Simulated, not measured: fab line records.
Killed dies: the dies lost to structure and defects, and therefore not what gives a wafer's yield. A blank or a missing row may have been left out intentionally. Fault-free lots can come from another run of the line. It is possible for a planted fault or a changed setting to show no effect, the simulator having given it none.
fab line records :: flow nand-harc
[record]
  lots = 14
  wafers = 42
  last-day = 35
route steps=1302 shown A_WL_FILL@972 THIN_TSV@1246 END@1302
lots with no fault: from the same line, run without faults
start-h: hours from the record's first day to the start of the lot's first wafer shown :: wait-h: time in hours since the lot's previous step :: " repeats the value in the row above :: L1.1+2: several wafers, shown together as one row :: - value missing, or start not given :: * or withheld: withheld :: < > ~ a bound
route shown NAME@n: NAME is a module with steps in the file, n the number in the route of the first one :: usual: average and standard deviation across the fault-free wafers :: same: alike in all rows :: chamber/n: place in a boat :: sites: readings site by site :: _std_site: the standard deviation of these :: _edge_site: inner sites' mean taken away from outer sites' mean :: radius-mm: how far each site lies from the wafer's centre :: mask NAME#n: copy n :: behind: the most recent tool/chamber to have shaped the wafer :: hold: the reason the lot was held/the length of the hold in hours/how it ended :: device: which transistor (n, p or np) failed to switch :: end of line: the same wafers' tests at the end of the route :: a step without rows: its recipe alone :: killed: dies lost to structure and defects at the first sort, not the wafer's yield :: map: per-die view of a wafer (x killed, . not killed, _ where there is no die)
set.NAME: the setting the step ran with; set.NAME@STEP: the setting that earlier step ran with :: model.NAME: the simulator's own value behind a step, which no gauge read
the route's steps for a sample of lots (tables are steps, rows are wafers)
services: from which hour (start-h, from the record's first day; less than 0 if before it) a tool's chamber was out of use, for how many hours, and why
[[steps]]
[step NHARC_A_WL_FILL_ETCHBACK_26]
[recipe]
  target-depth-a = 520
  time-s = 13.3
  hbr-flow-sccm = 150
  rf-w = 350
  icp-w = 350
  bias-w = 60
  chemistry = HBr
[usual]
  chamber-pressure-mTorr = 15.001/0.013
  drypump-motor-current-A = 5.8/0.33
  oes-product-au = 0.995/0.01
  throttle-valve-pct = 23.268/0.0085
lot.wafer: L977.3
tool: rie-si-05
chamber: 2
start-h: 496.43
wait-h: 0.4
chamber-pressure-mTorr: 14.989
drypump-motor-current-A: 5.9
oes-product-au: 1.002
rf-hours-counter-h: 0.0
throttle-valve-pct: 23.273

lot.wafer: L977.2
tool: rie-si-05
chamber: 3
start-h: 496.43
wait-h: 0.4
chamber-pressure-mTorr: 15.009
drypump-motor-current-A: 6.0
oes-product-au: 1.001
rf-hours-counter-h: 0.0
throttle-valve-pct: 23.263

lot.wafer: L977.5
tool: rie-si-05
chamber: 3
start-h: 496.43
wait-h: 0.4
chamber-pressure-mTorr: 15.004
drypump-motor-current-A: 6.0
oes-product-au: 1.001
rf-hours-counter-h: -
throttle-valve-pct: 23.261

lot.wafer: L980.1
tool: rie-si-06
chamber: 3
start-h: 525.56
wait-h: 0.4
chamber-pressure-mTorr: 14.995
drypump-motor-current-A: 6.2
oes-product-au: 0.995
rf-hours-counter-h: 0.6
throttle-valve-pct: 23.278

lot.wafer: L980.5
tool: rie-si-06
chamber: 1
start-h: 525.56
wait-h: 0.4
chamber-pressure-mTorr: 15.028
drypump-motor-current-A: 5.9
oes-product-au: 0.998
rf-hours-counter-h: -
throttle-valve-pct: 23.268

lot.wafer: L980.6
tool: rie-si-06
chamber: 2
start-h: 525.56
wait-h: 0.4
chamber-pressure-mTorr: 14.979
drypump-motor-current-A: 5.2
oes-product-au: 1.006
rf-hours-counter-h: -
throttle-valve-pct: 23.265

lot.wafer: L985.2
tool: rie-si-05
chamber: 3
start-h: 578.24
wait-h: 0.4
chamber-pressure-mTorr: 15.028
drypump-motor-current-A: 6.0
oes-product-au: 1.013
rf-hours-counter-h: 0.5
throttle-valve-pct: 23.266

lot.wafer: L985.3
tool: rie-si-05
chamber: 2
start-h: 578.24
wait-h: 0.4
chamber-pressure-mTorr: 15.013
drypump-motor-current-A: 5.9
oes-product-au: 1.003
rf-hours-counter-h: 0.5
throttle-valve-pct: 23.257

lot.wafer: L985.6
tool: rie-si-05
chamber: 0
start-h: 578.24
wait-h: 0.4
chamber-pressure-mTorr: 14.999
drypump-motor-current-A: 6.0
oes-product-au: 0.987
rf-hours-counter-h: -
throttle-valve-pct: 23.263

lot.wafer: L984.1
tool: rie-si-01
chamber: 1
start-h: 584.79
wait-h: 0.4
chamber-pressure-mTorr: 15.022
drypump-motor-current-A: 5.6
oes-product-au: 1.000
rf-hours-counter-h: 0.2
throttle-valve-pct: 23.285

lot.wafer: L984.3
tool: rie-si-01
chamber: 2
start-h: 584.79
wait-h: 0.4
chamber-pressure-mTorr: 15.000
drypump-motor-current-A: 6.4
oes-product-au: 0.992
rf-hours-counter-h: 0.2
throttle-valve-pct: 23.266

lot.wafer: L984.6
tool: rie-si-01
chamber: 1
start-h: 584.79
wait-h: 0.4
chamber-pressure-mTorr: 15.001
drypump-motor-current-A: 5.5
oes-product-au: 0.992
rf-hours-counter-h: -
throttle-valve-pct: 23.278

lot.wafer: L983.4
tool: rie-si-05
chamber: 1
start-h: 598.99
wait-h: 0.4
chamber-pressure-mTorr: 15.017
drypump-motor-current-A: 5.5
oes-product-au: 0.980
rf-hours-counter-h: 0.6
throttle-valve-pct: 23.269

lot.wafer: L983.2
tool: rie-si-05
chamber: 2
start-h: 598.99
wait-h: 0.4
chamber-pressure-mTorr: 15.006
drypump-motor-current-A: 5.9
oes-product-au: 1.000
rf-hours-counter-h: 0.6
throttle-valve-pct: 23.262

lot.wafer: L983.5
tool: rie-si-05
chamber: 1
start-h: 598.99
wait-h: 0.4
chamber-pressure-mTorr: 14.993
drypump-motor-current-A: 5.5
oes-product-au: 0.988
rf-hours-counter-h: -
throttle-valve-pct: 23.271

lot.wafer: L986.4
tool: rie-si-01
chamber: 2
start-h: 601.53
wait-h: 0.4
chamber-pressure-mTorr: 15.014
drypump-motor-current-A: 6.4
oes-product-au: 1.006
rf-hours-counter-h: 0.3
throttle-valve-pct: 23.270

lot.wafer: L986.1
tool: rie-si-01
chamber: 3
start-h: 601.53
wait-h: 0.4
chamber-pressure-mTorr: 15.026
drypump-motor-current-A: 5.7
oes-product-au: 0.990
rf-hours-counter-h: 0.2
throttle-valve-pct: 23.269

lot.wafer: L986.2
tool: rie-si-01
chamber: 1
start-h: 601.53
wait-h: 0.4
chamber-pressure-mTorr: 15.005
drypump-motor-current-A: 5.5
oes-product-au: 0.990
rf-hours-counter-h: 0.3
throttle-valve-pct: 23.251

lot.wafer: L982.3
tool: rie-si-05
chamber: 2
start-h: 618.74
wait-h: 0.4
chamber-pressure-mTorr: 15.019
drypump-motor-current-A: 5.9
oes-product-au: 0.997
rf-hours-counter-h: 0.8
throttle-valve-pct: 23.270

lot.wafer: L982.1
tool: rie-si-05
chamber: 3
start-h: 618.74
wait-h: 0.4
chamber-pressure-mTorr: 14.993
drypump-motor-current-A: 5.9
oes-product-au: 1.000
rf-hours-counter-h: 0.9
throttle-valve-pct: 23.264

lot.wafer: L982.5
tool: rie-si-05
chamber: 3
start-h: 618.74
wait-h: 0.4
chamber-pressure-mTorr: 15.009
drypump-motor-current-A: 6.0
oes-product-au: 1.003
rf-hours-counter-h: -
throttle-valve-pct: 23.271

lot.wafer: L991.4
tool: rie-si-06
chamber: 0
start-h: 626.90
wait-h: 0.4
chamber-pressure-mTorr: 15.012
drypump-motor-current-A: 5.4
oes-product-au: 0.990
rf-hours-counter-h: 0.1
throttle-valve-pct: 23.285

lot.wafer: L991.3
tool: rie-si-06
chamber: 1
start-h: 626.90
wait-h: 0.4
chamber-pressure-mTorr: 14.995
drypump-motor-current-A: 5.9
oes-product-au: 0.990
rf-hours-counter-h: 0.1
throttle-valve-pct: 23.269

lot.wafer: L991.5
tool: rie-si-06
chamber: 0
start-h: 626.90
wait-h: 0.4
chamber-pressure-mTorr: 14.975
drypump-motor-current-A: 5.4
oes-product-au: 0.982
rf-hours-counter-h: -
throttle-valve-pct: 23.270

lot.wafer: L994.1
tool: rie-si-06
chamber: 2
start-h: 637.33
wait-h: 0.4
chamber-pressure-mTorr: 14.996
drypump-motor-current-A: 5.3
oes-product-au: 1.009
rf-hours-counter-h: 0.2
throttle-valve-pct: 23.263

lot.wafer: L994.6
tool: rie-si-06
chamber: 3
start-h: 637.33
wait-h: 0.4
chamber-pressure-mTorr: 14.996
drypump-motor-current-A: 6.1
oes-product-au: 1.011
rf-hours-counter-h: -
throttle-valve-pct: 23.261

lot.wafer: L994.5
tool: rie-si-06
chamber: 0
start-h: 637.33
wait-h: 0.4
chamber-pressure-mTorr: 14.995
drypump-motor-current-A: 5.4
oes-product-au: 0.988
rf-hours-counter-h: -
throttle-valve-pct: 23.278

lot.wafer: L995.1
tool: rie-si-01
chamber: 1
start-h: 664.79
wait-h: 0.4
chamber-pressure-mTorr: 14.996
drypump-motor-current-A: 5.5
oes-product-au: 0.989
rf-hours-counter-h: 0.6
throttle-valve-pct: 23.272

lot.wafer: L995.5
tool: rie-si-01
chamber: 2
start-h: 664.79
wait-h: 0.4
chamber-pressure-mTorr: 15.009
drypump-motor-current-A: 6.3
oes-product-au: 0.996
rf-hours-counter-h: -
throttle-valve-pct: 23.288

lot.wafer: L995.6
tool: rie-si-01
chamber: 3
start-h: 664.79
wait-h: 0.4
chamber-pressure-mTorr: 15.007
drypump-motor-current-A: 5.7
oes-product-au: 0.988
rf-hours-counter-h: -
throttle-valve-pct: 23.272

lot.wafer: L997.3
tool: rie-si-05
chamber: 3
start-h: 678.00
wait-h: 0.4
chamber-pressure-mTorr: 14.982
drypump-motor-current-A: 5.9
oes-product-au: 0.988
rf-hours-counter-h: 0.0
throttle-valve-pct: 23.271

lot.wafer: L997.2
tool: rie-si-05
chamber: 1
start-h: 678.00
wait-h: 0.4
chamber-pressure-mTorr: 14.982
drypump-motor-current-A: 5.5
oes-product-au: 1.009
rf-hours-counter-h: 0.0
throttle-valve-pct: 23.264

lot.wafer: L997.1
tool: rie-si-05
chamber: 2
start-h: 678.00
wait-h: 0.4
chamber-pressure-mTorr: 15.026
drypump-motor-current-A: 5.9
oes-product-au: 1.028
rf-hours-counter-h: 0.0
throttle-valve-pct: 23.269

lot.wafer: L996.2
tool: rie-si-06
chamber: 1
start-h: 678.01
wait-h: 0.4
chamber-pressure-mTorr: 15.001
drypump-motor-current-A: 5.9
oes-product-au: 0.993
rf-hours-counter-h: 0.4
throttle-valve-pct: 23.253

lot.wafer: L996.1
tool: rie-si-06
chamber: 3
start-h: 678.01
wait-h: 0.4
chamber-pressure-mTorr: 15.001
drypump-motor-current-A: 6.2
oes-product-au: 1.011
rf-hours-counter-h: 0.5
throttle-valve-pct: 23.268

lot.wafer: L996.5
tool: rie-si-06
chamber: 1
start-h: 678.01
wait-h: 0.4
chamber-pressure-mTorr: 14.999
drypump-motor-current-A: 5.9
oes-product-au: 0.993
rf-hours-counter-h: -
throttle-valve-pct: 23.252

lot.wafer: L999.3
tool: rie-si-05
chamber: 3
start-h: 712.83
wait-h: 0.4
chamber-pressure-mTorr: 15.009
drypump-motor-current-A: 6.0
oes-product-au: 0.992
rf-hours-counter-h: 0.2
throttle-valve-pct: 23.267

lot.wafer: L999.5
tool: rie-si-05
chamber: 0
start-h: 712.83
wait-h: 0.4
chamber-pressure-mTorr: 15.005
drypump-motor-current-A: 6.0
oes-product-au: 0.975
rf-hours-counter-h: -
throttle-valve-pct: 23.250

lot.wafer: L999.6
tool: rie-si-05
chamber: 1
start-h: 712.83
wait-h: 0.4
chamber-pressure-mTorr: 15.000
drypump-motor-current-A: 5.5
oes-product-au: 1.008
rf-hours-counter-h: -
throttle-valve-pct: 23.276

lot.wafer: L100.3
tool: rie-si-06
chamber: 3
start-h: 749.03
wait-h: 0.4
chamber-pressure-mTorr: 14.981
drypump-motor-current-A: 6.1
oes-product-au: 1.003
rf-hours-counter-h: 1.0
throttle-valve-pct: 23.278

lot.wafer: L100.2
tool: rie-si-06
chamber: 0
start-h: 749.03
wait-h: 0.4
chamber-pressure-mTorr: 15.012
drypump-motor-current-A: 5.4
oes-product-au: 0.974
rf-hours-counter-h: 0.9
throttle-valve-pct: 23.266

lot.wafer: L100.6
tool: rie-si-06
chamber: 2
start-h: 749.03
wait-h: 0.4
chamber-pressure-mTorr: 15.002
drypump-motor-current-A: 5.2
oes-product-au: 1.004
rf-hours-counter-h: -
throttle-valve-pct: 23.271
[step NHARC_THIN_TSV_THK_MEAS_02]
[recipe]
  thk-meas-gauge = ir
[usual]
  thk-nm = 3014/190
lot.wafer: L977.2
tool: film-metro-01
chamber: -
start-h: 561.26
wait-h: 0.2
thk-nm: 2965

lot.wafer: L977.3
tool: film-metro-01
chamber: -
start-h: 561.26
wait-h: 0.2
thk-nm: 2629

lot.wafer: L977.5
tool: film-metro-01
chamber: -
start-h: 561.26
wait-h: 0.2
thk-nm: 2937

lot.wafer: L980.1
tool: film-metro-01
chamber: -
start-h: 586.17
wait-h: 0.2
thk-nm: 2886

lot.wafer: L980.5
tool: film-metro-01
chamber: -
start-h: 586.17
wait-h: 0.2
thk-nm: 3170

lot.wafer: L980.6
tool: film-metro-01
chamber: -
start-h: 586.17
wait-h: 0.2
thk-nm: 3166

lot.wafer: L985.2
tool: film-metro-01
chamber: -
start-h: 645.06
wait-h: -
thk-nm: 3252

lot.wafer: L985.3
tool: film-metro-01
chamber: -
start-h: 645.06
wait-h: -
thk-nm: 2972

lot.wafer: L985.6
tool: film-metro-01
chamber: -
start-h: 645.06
wait-h: -
thk-nm: 3260

lot.wafer: L984.1
tool: film-metro-02
chamber: -
start-h: 654.90
wait-h: 0.2
thk-nm: 3291

lot.wafer: L984.3
tool: film-metro-02
chamber: -
start-h: 654.90
wait-h: 0.2
thk-nm: 2966

lot.wafer: L984.6
tool: film-metro-02
chamber: -
start-h: 654.90
wait-h: 0.2
thk-nm: 3198

lot.wafer: L983.2
tool: film-metro-01
chamber: -
start-h: 673.71
wait-h: -
thk-nm: 2770

lot.wafer: L983.4
tool: film-metro-01
chamber: -
start-h: 673.71
wait-h: -
thk-nm: 2707

lot.wafer: L983.5
tool: film-metro-01
chamber: -
start-h: 673.71
wait-h: -
thk-nm: 3048

lot.wafer: L986.1
tool: film-metro-02
chamber: -
start-h: 696.26
wait-h: -
thk-nm: 3248

lot.wafer: L986.2
tool: film-metro-02
chamber: -
start-h: 696.26
wait-h: -
thk-nm: 3173

lot.wafer: L986.4
tool: film-metro-02
chamber: -
start-h: 696.26
wait-h: -
thk-nm: 3067

lot.wafer: L982.1
tool: film-metro-01
chamber: -
start-h: 700.72
wait-h: -
thk-nm: 2775

lot.wafer: L982.3
tool: film-metro-01
chamber: -
start-h: 700.72
wait-h: -
thk-nm: 3020

lot.wafer: L982.5
tool: film-metro-01
chamber: -
start-h: 700.72
wait-h: -
thk-nm: 2977

lot.wafer: L991.3
tool: film-metro-02
chamber: -
start-h: 708.07
wait-h: -
thk-nm: 3083

lot.wafer: L991.4
tool: film-metro-02
chamber: -
start-h: 708.07
wait-h: -
thk-nm: 2943

lot.wafer: L991.5
tool: film-metro-02
chamber: -
start-h: 708.07
wait-h: -
thk-nm: 2583

lot.wafer: L994.1
tool: film-metro-02
chamber: -
start-h: 718.39
wait-h: -
thk-nm: 3161

lot.wafer: L994.5
tool: film-metro-02
chamber: -
start-h: 718.39
wait-h: -
thk-nm: 3012

lot.wafer: L994.6
tool: film-metro-02
chamber: -
start-h: 718.39
wait-h: -
thk-nm: 2910

lot.wafer: L995.1
tool: film-metro-01
chamber: -
start-h: 735.54
wait-h: -
thk-nm: 3078

lot.wafer: L995.5
tool: film-metro-01
chamber: -
start-h: 735.54
wait-h: -
thk-nm: 2945

lot.wafer: L995.6
tool: film-metro-01
chamber: -
start-h: 735.54
wait-h: -
thk-nm: 3140

lot.wafer: L996.1
tool: film-metro-02
chamber: -
start-h: 745.88
wait-h: -
thk-nm: 2938

lot.wafer: L996.2
tool: film-metro-02
chamber: -
start-h: 745.88
wait-h: -
thk-nm: 2927

lot.wafer: L996.5
tool: film-metro-02
chamber: -
start-h: 745.88
wait-h: -
thk-nm: 2691

lot.wafer: L997.1
tool: film-metro-01
chamber: -
start-h: 747.09
wait-h: -
thk-nm: 2955

lot.wafer: L997.2
tool: film-metro-01
chamber: -
start-h: 747.09
wait-h: -
thk-nm: 3104

lot.wafer: L997.3
tool: film-metro-01
chamber: -
start-h: 747.09
wait-h: -
thk-nm: 2863

lot.wafer: L999.3
tool: film-metro-02
chamber: -
start-h: 776.03
wait-h: -
thk-nm: 3034

lot.wafer: L999.5
tool: film-metro-02
chamber: -
start-h: 776.03
wait-h: -
thk-nm: 3236

lot.wafer: L999.6
tool: film-metro-02
chamber: -
start-h: 776.03
wait-h: -
thk-nm: 2951

lot.wafer: L100.2
tool: film-metro-01
chamber: -
start-h: 817.79
wait-h: -
thk-nm: 2599

lot.wafer: L100.3
tool: film-metro-01
chamber: -
start-h: 817.79
wait-h: -
thk-nm: 2750

lot.wafer: L100.6
tool: film-metro-01
chamber: -
start-h: 817.79
wait-h: -
thk-nm: 2835
[step NHARC_THIN_TSV_DEP_43]
[recipe]
  target-thk-a = 13285
  temp-c = withheld
  pressure-torr = 6.5
  rf-w = 900
  teos-flow-sccm = 161.4
  flow-sccm = 2650
  target-thk-nm = 1328.5
  gas = O2
  material = SiO2
[usual]
  throttle-valve-pct = 16.1/0.57
lot.wafer: L977.2
tool: pecvd-04
chamber: 0
start-h: 561.48
wait-h: -
throttle-valve-pct: 16.2

lot.wafer: L977.3
tool: pecvd-04
chamber: 0
start-h: 561.48
wait-h: -
throttle-valve-pct: 16.4

lot.wafer: L977.5
tool: pecvd-04
chamber: 0
start-h: 561.48
wait-h: -
throttle-valve-pct: 16.5

lot.wafer: L980.1
tool: pecvd-04
chamber: 0
start-h: 586.48
wait-h: -
throttle-valve-pct: 16.1

lot.wafer: L980.6
tool: pecvd-04
chamber: 1
start-h: 586.48
wait-h: -
throttle-valve-pct: 16.3

lot.wafer: L980.5
tool: pecvd-04
chamber: 0
start-h: 586.48
wait-h: -
throttle-valve-pct: 16.6

lot.wafer: L985.3
tool: pecvd-02
chamber: 0
start-h: 645.28
wait-h: -
throttle-valve-pct: 15.3

lot.wafer: L985.2
tool: pecvd-02
chamber: 1
start-h: 645.28
wait-h: -
throttle-valve-pct: 15.7

lot.wafer: L985.6
tool: pecvd-02
chamber: 0
start-h: 645.28
wait-h: -
throttle-valve-pct: 15.3

lot.wafer: L984.3
tool: pecvd-03
chamber: 1
start-h: 655.17
wait-h: -
throttle-valve-pct: 15.1

lot.wafer: L984.1
tool: pecvd-03
chamber: 2
start-h: 655.17
wait-h: -
throttle-valve-pct: 16.3

lot.wafer: L984.6
tool: pecvd-03
chamber: 2
start-h: 655.17
wait-h: -
throttle-valve-pct: 16.1

lot.wafer: L983.2
tool: pecvd-03
chamber: 0
start-h: 674.06
wait-h: -
throttle-valve-pct: 16.9

lot.wafer: L983.4
tool: pecvd-03
chamber: 0
start-h: 674.06
wait-h: -
throttle-valve-pct: 16.9

lot.wafer: L983.5
tool: pecvd-03
chamber: 0
start-h: 674.06
wait-h: -
throttle-valve-pct: 16.8

lot.wafer: L986.2
tool: pecvd-04
chamber: 2
start-h: 696.57
wait-h: -
throttle-valve-pct: 16.6

lot.wafer: L986.1
tool: pecvd-04
chamber: 0
start-h: 696.57
wait-h: -
throttle-valve-pct: 16.5

lot.wafer: L986.4
tool: pecvd-04
chamber: 0
start-h: 696.57
wait-h: -
throttle-valve-pct: 16.4

lot.wafer: L982.3
tool: pecvd-03
chamber: 0
start-h: 700.94
wait-h: -
throttle-valve-pct: 16.8

lot.wafer: L982.1
tool: pecvd-03
chamber: 1
start-h: 700.94
wait-h: -
throttle-valve-pct: 15.5

lot.wafer: L982.5
tool: pecvd-03
chamber: 0
start-h: 700.94
wait-h: -
throttle-valve-pct: 16.8

lot.wafer: L991.3
tool: pecvd-02
chamber: 2
start-h: 708.33
wait-h: -
throttle-valve-pct: 15.6

lot.wafer: L991.5
tool: pecvd-02
chamber: 2
start-h: 708.33
wait-h: -
throttle-valve-pct: 15.7

lot.wafer: L991.4
tool: pecvd-02
chamber: 1
start-h: 708.33
wait-h: -
throttle-valve-pct: 15.6

lot.wafer: L994.1
tool: pecvd-03
chamber: 1
start-h: 718.61
wait-h: -
throttle-valve-pct: 15.3

lot.wafer: L994.5
tool: pecvd-03
chamber: 1
start-h: 718.61
wait-h: -
throttle-valve-pct: 15.5

lot.wafer: L994.6
tool: pecvd-03
chamber: 2
start-h: 718.61
wait-h: -
throttle-valve-pct: 16.0

lot.wafer: L995.1
tool: pecvd-04
chamber: 0
start-h: 735.84
wait-h: -
throttle-valve-pct: 16.7

lot.wafer: L995.6
tool: pecvd-04
chamber: 2
start-h: 735.84
wait-h: -
throttle-valve-pct: 17.0

lot.wafer: L995.5
tool: pecvd-04
chamber: 1
start-h: 735.84
wait-h: -
throttle-valve-pct: 16.4

lot.wafer: L996.1
tool: pecvd-02
chamber: 1
start-h: 746.15
wait-h: -
throttle-valve-pct: 15.7

lot.wafer: L996.2
tool: pecvd-02
chamber: 2
start-h: 746.15
wait-h: -
throttle-valve-pct: 15.7

lot.wafer: L996.5
tool: pecvd-02
chamber: 0
start-h: 746.15
wait-h: -
throttle-valve-pct: 15.6

lot.wafer: L997.3
tool: pecvd-03
chamber: 2
start-h: 747.50
wait-h: -
throttle-valve-pct: 16.3

lot.wafer: L997.2
tool: pecvd-03
chamber: 0
start-h: 747.50
wait-h: -
throttle-valve-pct: 16.3

lot.wafer: L997.1
tool: pecvd-03
chamber: 1
start-h: 747.50
wait-h: -
throttle-valve-pct: 14.8

lot.wafer: L999.3
tool: pecvd-04
chamber: 0
start-h: 776.25
wait-h: -
throttle-valve-pct: 16.4

lot.wafer: L999.5
tool: pecvd-04
chamber: 0
start-h: 776.25
wait-h: -
throttle-valve-pct: 16.4

lot.wafer: L999.6
tool: pecvd-04
chamber: 2
start-h: 776.25
wait-h: -
throttle-valve-pct: 17.2

lot.wafer: L100.3
tool: pecvd-02
chamber: 1
start-h: 818.50
wait-h: -
throttle-valve-pct: 15.7

lot.wafer: L100.2
tool: pecvd-02
chamber: 0
start-h: 818.50
wait-h: -
throttle-valve-pct: 15.4

lot.wafer: L100.6
tool: pecvd-02
chamber: 2
start-h: 818.50
wait-h: -
throttle-valve-pct: 15.6
[step NHARC_END_SORT_01]
[recipe]
  temp-c = 25
[usual]
  killed-at-array = 54/18
  killed-at-other = 0.9/1.2
  killed-at-periphery = 4.4/2.9
  killed-dies = 59/18
  killed-open = 3.2/1.8
  killed-short = 2.6/1.8
[same]
  gross-dies = 677
lot.wafer: L983.2
tool: prober-02
chamber: 0
start-h: 691.13
wait-h: 2.8
killed-at-array: 135
killed-at-other: 0
killed-at-periphery: 13
killed-dies: 148
killed-open: 2
killed-short: 4

lot.wafer: L983.4
tool: prober-02
chamber: 0
start-h: 692.71
wait-h: 3.4
killed-at-array: 61
killed-at-other: 0
killed-at-periphery: 13
killed-dies: 74
killed-open: 3
killed-short: 4

lot.wafer: L983.5
tool: prober-02
chamber: 0
start-h: 693.51
wait-h: 3.7
killed-at-array: 66
killed-at-other: 0
killed-at-periphery: 10
killed-dies: 76
killed-open: 5
killed-short: 3

lot.wafer: L982.1
tool: prober-02
chamber: 0
start-h: 720.36
wait-h: 2.5
killed-at-array: 48
killed-at-other: 1
killed-at-periphery: 6
killed-dies: 55
killed-open: 2
killed-short: 3

lot.wafer: L982.3
tool: prober-02
chamber: 0
start-h: 721.95
wait-h: 3.1
killed-at-array: 131
killed-at-other: 1
killed-at-periphery: 2
killed-dies: 134
killed-open: 2
killed-short: 0

lot.wafer: L982.5
tool: prober-02
chamber: 0
start-h: 723.54
wait-h: 3.7
killed-at-array: 40
killed-at-other: 1
killed-at-periphery: 1
killed-dies: 42
killed-open: 1
killed-short: 0
// killed by level:class
L983.2 A_WL_FILL:unspecified=88 A_CHANNEL_HOLE_D1:chamber-film-flake=21 A_CHANNEL_HOLE_D2:chamber-film-flake=16 P_STI:chamber-film-flake=8 A_ONON_D2:geometric-particle:short=2 P_CONTACT:chamber-film-flake=2 P_M2:chamber-film-flake=2 A_STAIRCASE:chamber-film-flake=2
L983.4 A_CHANNEL_HOLE_D2:chamber-film-flake=22 A_CHANNEL_HOLE_D1:chamber-film-flake=18 A_CONTACT:chamber-film-flake=4 A_BLC:chamber-film-flake=4 P_STI:chamber-film-flake=3 P_CONTACT:chamber-film-flake=3 P_M2:chamber-film-flake=3 A_SLIT:chamber-film-flake=3
L983.5 A_CHANNEL_HOLE_D1:chamber-film-flake=21 A_CHANNEL_HOLE_D2:chamber-film-flake=20 A_CONTACT:chamber-film-flake=5 P_M2:chamber-film-flake=4 P_STI:chamber-film-flake=3 A_CHANNEL_FILL_D1:chamber-film-flake=3 A_BONDPAD:chamber-film-flake=3 A_SLIT:chamber-film-flake=2
L982.1 A_SLIT:chamber-film-flake=29 A_CHANNEL_HOLE_D1:chamber-film-flake=5 A_STAIRCASE:chamber-film-flake=4 P_M2:chamber-film-flake=2 A_DECK1_JOINT:chamber-film-flake=2 A_CONTACT:chamber-film-flake=2 P_CONTACT:geometric-particle:open=1 A_ONON_D1:geometric-particle:short=1
L982.3 A_WL_FILL:unspecified=97 A_SLIT:chamber-film-flake=28 A_CHANNEL_HOLE_D1:chamber-film-flake=3 P_CONTACT:geometric-particle:open=1 A_ONON_D1:geometric-particle:open=1 P_M0:chamber-film-flake=1 A_STAIRCASE:chamber-film-flake=1 A_CONTACT:chamber-film-flake=1
L982.5 A_SLIT:chamber-film-flake=29 A_CHANNEL_HOLE_D1:chamber-film-flake=4 A_CONTACT:chamber-film-flake=3 A_STAIRCASE:chamber-film-flake=2 A_ONON_D1:geometric-particle:open=1 P_GATE:chamber-film-flake=1 A_CHANNEL_HOLE_D2:chamber-film-flake=1 THIN_TSV:chamber-film-flake=1
[[services]]
tool: rie-si-05
chamber: -
start-h: 482.00
hours: 9.0
kind: pm

tool: pecvd-04
chamber: 2
start-h: 486.61
hours: 11.9
kind: repair

tool: pecvd-02
chamber: 2
start-h: 488.54
hours: 17.8
kind: repair

tool: pecvd-03
chamber: -
start-h: 494.61
hours: 1.0
kind: repair

tool: pecvd-03
chamber: -
start-h: 547.00
hours: 13.0
kind: pm

tool: rie-si-06
chamber: 1
start-h: 556.62
hours: 8.5
kind: repair

tool: pecvd-04
chamber: 1
start-h: 559.05
hours: 21.8
kind: repair

tool: rie-si-06
chamber: -
start-h: 603.00
hours: 9.0
kind: pm

tool: pecvd-04
chamber: -
start-h: 631.94
hours: 13.0
kind: pm

tool: rie-si-06
chamber: 0
start-h: 641.03
hours: 2.5
kind: repair

tool: rie-si-05
chamber: -
start-h: 659.00
hours: 9.0
kind: pm

tool: pecvd-03
chamber: 1
start-h: 663.58
hours: 20.8
kind: repair

tool: pecvd-03
chamber: 2
start-h: 672.99
hours: 4.3
kind: repair

tool: pecvd-03
chamber: -
start-h: 716.57
hours: 0.7
kind: repair

tool: rie-si-05
chamber: 1
start-h: 717.15
hours: 44.4
kind: repair

tool: pecvd-03
chamber: -
start-h: 725.76
hours: 0.3
kind: repair

tool: pecvd-03
chamber: -
start-h: 728.00
hours: 13.0
kind: pm

tool: rie-si-05
chamber: 0
start-h: 769.64
hours: 3.3
kind: repair

tool: rie-si-06
chamber: -
start-h: 780.00
hours: 9.0
kind: pm

tool: rie-si-05
chamber: -
start-h: 799.39
hours: 0.8
kind: repair

tool: pecvd-04
chamber: 1
start-h: 804.03
hours: 4.2
kind: repair

tool: pecvd-04
chamber: 2
start-h: 810.02
hours: 4.2
kind: repair

tool: pecvd-04
chamber: -
start-h: 813.19
hours: 13.0
kind: pm

tool: rie-si-05
chamber: 1
start-h: 816.30
hours: 19.7
kind: repair
[[key]]
[first-sign]
  step = NHARC_END_SORT_01
  reading = killed-dies
  direction = up
  sigmas = 4.5
  usual = 59
  struck = 141
[effect]
  step = NHARC_END_SORT_01
  reading = killed-at-array
  direction = up
  sigmas = 4.3
  usual = 54
  struck = 133
[more-kills-born-at]
  NHARC_A_WL_FILL_ETCHBACK_26@rie-si-05 = 185
met-at NHARC_A_WL_FILL_ETCHBACK_26
struck-lots L982,L983
struck-wafers L982.3,L983.2
tester-left-out L982,L983
not-acting-at NHARC_THIN_TSV_THK_MEAS_02,NHARC_THIN_TSV_DEP_43
onset-between 578.24 598.99
[fault]
  kind = chamber-particle-source
  tool = rie-si-05
  chamber = 2
  onset-h = 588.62
  steps = NHARC_A_WL_FILL_ETCHBACK_26
  rate-per-visit-cm2 = 1.1252
  end-h = 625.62
// tester-left-out: of these lots the tester's yield and bins aren't shown, on N5 and GAA mostly nor the transistor test; their killed dies are dies lost to structure and defects alone, not to doping, threshold or leakage, so they don't give the yield
